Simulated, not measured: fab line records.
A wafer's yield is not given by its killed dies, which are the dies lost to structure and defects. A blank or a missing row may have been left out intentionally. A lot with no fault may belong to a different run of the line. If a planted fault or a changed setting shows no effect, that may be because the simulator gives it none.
Which tool is to blame? + flow n5-finfet + 24 lots with 72 wafers sampled at 3 steps, on a route of 1938 steps

WHAT EACH GAUGE READ, for each wafer
N5_HKMG_FIN_THK_MEAS_70: measures by xrf. Usual: for HK_THK the level is 1.602 nm and the standard deviation is 0.019.
| lot  | measured     | on            | HK_THK (nm)       | flag |
|------|--------------|---------------|-------------------|------|
| L074 | day 4 02:27  | film-metro-02 | 1.603 1.607 1.643 |      |
| L075 | day 4 09:49  | film-metro-02 | 1.588 1.594 1.630 |      |
| L076 | day 4 16:17  | film-metro-02 | 1.622 1.631 1.580 |      |
| L077 | day 4 18:53  | film-metro-01 | 1.575 1.598 1.604 |      |
| L078 | day 5 02:17  | film-metro-02 | 1.585 1.564 1.625 |      |
| L079 | day 5 12:02  | film-metro-01 | 1.579 1.598 1.582 |      |
| L080 | day 5 14:19  | film-metro-01 | 1.592 1.600 1.612 |      |
| L081 | day 5 20:40  | film-metro-01 | 1.611 1.593 1.598 |      |
| L082 | day 6 03:43  | film-metro-01 | 1.603 1.608 1.602 |      |
| L083 | day 6 09:10  | film-metro-02 | 1.640 1.580 1.599 |      |
| L084 | day 6 20:15  | film-metro-01 | 1.614 1.586 1.605 |      |
| L085 | day 6 20:34  | film-metro-02 | 1.609 1.578 1.596 |      |
| L086 | day 7 06:26  | film-metro-02 | 1.632 1.533 1.633 |      |
| L087 | day 7 12:19  | film-metro-02 | 1.605 1.589 1.613 |      |
| L088 | day 7 13:21  | film-metro-02 | 1.606 1.590 1.619 |      |
| L089 | day 7 20:28  | film-metro-01 | 1.604 1.597 1.605 |      |
| L090 | day 8 04:35  | film-metro-02 | 1.593 1.551 1.568 |      |
| L091 | day 8 08:52  | film-metro-01 | 1.602 1.619 1.593 |      |
| L092 | day 8 15:24  | film-metro-02 | 1.627 1.653 1.628 |      |
| L093 | day 8 22:27  | film-metro-02 | 1.621 1.632 1.590 |      |
| L094 | day 9 05:55  | film-metro-01 | 1.632 1.611 1.602 |      |
| L095 | day 9 11:16  | film-metro-01 | 1.606 1.618 1.598 |      |
| L096 | day 9 14:38  | film-metro-01 | 1.601 1.577 1.610 |      |
| L097 | day 10 01:25 | film-metro-01 | 1.599 1.593 1.594 |      |

N5_GATE_CUT_OVL_MEAS_14. Usual: for GATE_CUT_OVL the level is 0.1 nm and the standard deviation is 0.68.
| lot  | measured     | on         | GATE_CUT_OVL (nm) | flag |
|------|--------------|------------|-------------------|------|
| L074 | day 4 11:37  | overlay-01 | 0.2 0.1 1.5       |      |
| L075 | day 4 18:47  | overlay-01 | -0.2 0.0 0.4      |      |
| L076 | day 5 01:46  | overlay-02 | -1.3 0.0 -0.1     |      |
| L077 | day 5 05:18  | overlay-01 | 0.1 -0.4 1.0      |      |
| L078 | day 5 11:59  | overlay-02 | -0.4 -0.3 0.4     |      |
| L079 | day 5 21:20  | overlay-01 | 0.2 0.2 0.6       |      |
| L080 | day 5 23:48  | overlay-02 | -0.2 -1.0 0.3     |      |
| L081 | day 6 06:04  | overlay-02 | -0.9 0.3 -0.7     |      |
| L082 | day 6 13:26  | overlay-01 | 1.7 1.5 0.3       |      |
| L083 | day 6 18:35  | overlay-02 | 0.5 0.3 -0.1      |      |
| L084 | day 7 05:30  | overlay-02 | -1.0 -0.7 -0.2    |      |
| L085 | day 7 07:26  | overlay-02 | 0.0 0.3 -0.6      |      |
| L086 | day 7 15:48  | overlay-02 | 0.2 0.0 0.2       |      |
| L087 | day 7 21:20  | overlay-01 | -0.1 -0.8 -0.6    |      |
| L088 | day 7 22:19  | overlay-01 | 0.0 -0.9 -0.2     |      |
| L089 | day 8 05:44  | overlay-01 | 0.5 1.8 0.8       |      |
| L090 | day 8 13:58  | overlay-02 | 0.0 -0.6 0.0      |      |
| L091 | day 8 19:24  | overlay-01 | -0.9 0.2 -1.2     |      |
| L092 | day 9 01:19  | overlay-01 | 1.0 -0.4 0.2      |      |
| L093 | day 9 07:32  | overlay-01 | 1.2 0.6 0.8       |      |
| L094 | day 9 15:29  | overlay-01 | 0.2 -1.3 0.4      |      |
| L095 | day 9 20:32  | overlay-01 | 0.4 -0.2 -0.6     |      |
| L096 | day 10 01:06 | overlay-01 | 2.5 0.8 0.6       |      |
| L097 | day 10 10:32 | overlay-01 | 0.7 0.1 1.1       |      |

WHAT TOOL EACH LOT RAN ON (gives the tool, then ch and the chambers of the sampled wafers, and finally the start)
| lot  | N5_HKMG_FIN_STRIP_19                 |
|------|--------------------------------------|
| L074 | plasma-asher-02 ch 0,1, day 4 04:01  |
| L075 | plasma-asher-01 ch 0,1, day 4 11:23  |
| L076 | plasma-asher-01 ch 0, day 4 17:50    |
| L077 | plasma-asher-02 ch 0,1, day 4 20:31  |
| L078 | plasma-asher-02 ch 0,1, day 5 04:09  |
| L079 | plasma-asher-02 ch 0,1, day 5 13:28  |
| L080 | plasma-asher-02 ch 0,1, day 5 16:21  |
| L081 | plasma-asher-02 ch 0,1, day 5 22:14  |
| L082 | plasma-asher-02 ch 0, day 6 05:34    |
| L083 | plasma-asher-02 ch 0,1, day 6 10:43  |
| L084 | plasma-asher-01 ch 0,1, day 6 21:49  |
| L085 | plasma-asher-02 ch 0, day 6 22:08    |
| L086 | plasma-asher-02 ch 0,1, day 7 08:00  |
| L087 | plasma-asher-01 ch 0,1, day 7 13:54  |
| L088 | plasma-asher-02 ch 0,1, day 7 15:02  |
| L089 | plasma-asher-01 ch 0,1, day 7 22:01  |
| L090 | plasma-asher-02 ch 0,1, day 8 06:08  |
| L091 | plasma-asher-02 ch 0,1, day 8 10:26  |
| L092 | plasma-asher-02 ch 0,1, day 8 16:51  |
| L093 | plasma-asher-02 ch 0,1, day 9 00:08  |
| L094 | plasma-asher-02 ch 0,1, day 9 07:35  |
| L095 | plasma-asher-01 ch 1, day 9 12:42    |
| L096 | plasma-asher-02 ch 0,1, day 9 16:16  |
| L097 | plasma-asher-01 ch 0,1, day 10 03:04 |
- N5_HKMG_FIN_STRIP_19: strips in N2/H2, time 360 s.

WHAT THE TOOLS THEMSELVES READ (means of the sampled wafers that have a number; where no wafer has one, the mark that the record gives instead)
N5_HKMG_FIN_STRIP_19. Usual: drypump-motor-current-A 5.2 A, standard deviation 0.35; heater-power-w 503 W, standard deviation 39; n2-flow-sccm 1751 sccm, standard deviation 5.4.
| lot  | tool            | drypump-motor-current-A (A) | heater-power-w (W) | n2-flow-sccm (sccm) | flag |
|------|-----------------|-----------------------------|--------------------|---------------------|------|
| L074 | plasma-asher-02 | 4.9                         | 523                | 1750                |      |
| L075 | plasma-asher-01 | 5.7                         | 441                | 1755                |      |
| L076 | plasma-asher-01 | 5.7                         | 465                | 1756                |      |
| L077 | plasma-asher-02 | 4.9                         | 523                | 1749                |      |
| L078 | plasma-asher-02 | 4.9                         | 523                | 1745                |      |
| L079 | plasma-asher-02 | 5.1                         | 535                | 1750                |      |
| L080 | plasma-asher-02 | 5.0                         | 532                | 1756                |      |
| L081 | plasma-asher-02 | 5.0                         | 533                | 1750                |      |
| L082 | plasma-asher-02 | 4.9                         | 515                | 1741                |      |
| L083 | plasma-asher-02 | 5.0                         | 523                | 1747                |      |
| L084 | plasma-asher-01 | 5.7                         | 447                | 1753                |      |
| L085 | plasma-asher-02 | 4.8                         | 510                | 1757                |      |
| L086 | plasma-asher-02 | 4.9                         | 527                | 1755                |      |
| L087 | plasma-asher-01 | 5.7                         | 437                | 1748                |      |
| L088 | plasma-asher-02 | 4.9                         | 529                | 1746                |      |
| L089 | plasma-asher-01 | 5.7                         | 443                | 1750                |      |
| L090 | plasma-asher-02 | 4.9                         | 524                | 1754                |      |
| L091 | plasma-asher-02 | 5.0                         | 533                | 1752                |      |
| L092 | plasma-asher-02 | 4.9                         | 523                | 1749                |      |
| L093 | plasma-asher-02 | 4.9                         | 520                | 1743                |      |
| L094 | plasma-asher-02 | 5.0                         | 524                | 1758                |      |
| L095 | plasma-asher-01 | 5.6                         | 431                | 1753                |      |
| L096 | plasma-asher-02 | 5.0                         | 526                | 1762                |      |
| L097 | plasma-asher-01 | 5.7                         | 458                | 1757                |      |

THE ANSWER, worked out from the rows above alone
Rule: take the mean of a lot's wafers that have a number; if it is more than 3 standard deviations from the usual mean, the lot is off. A lot without any number at a reading at which 4 lots or more have one is off too. Where the step has rows for the other lots, those lots are counted as sound. After the gauges, taken in route order, come the tools' own readings; for these a lot's mean is taken, as printed above. The first step at which some lot is off is used, and at that step the reading that is off furthest; a lot without a number counts as furthest.
Nothing can be told from this: no lot is off at any reading shown.

WHAT WAS PUT IN BY THE SIMULATOR
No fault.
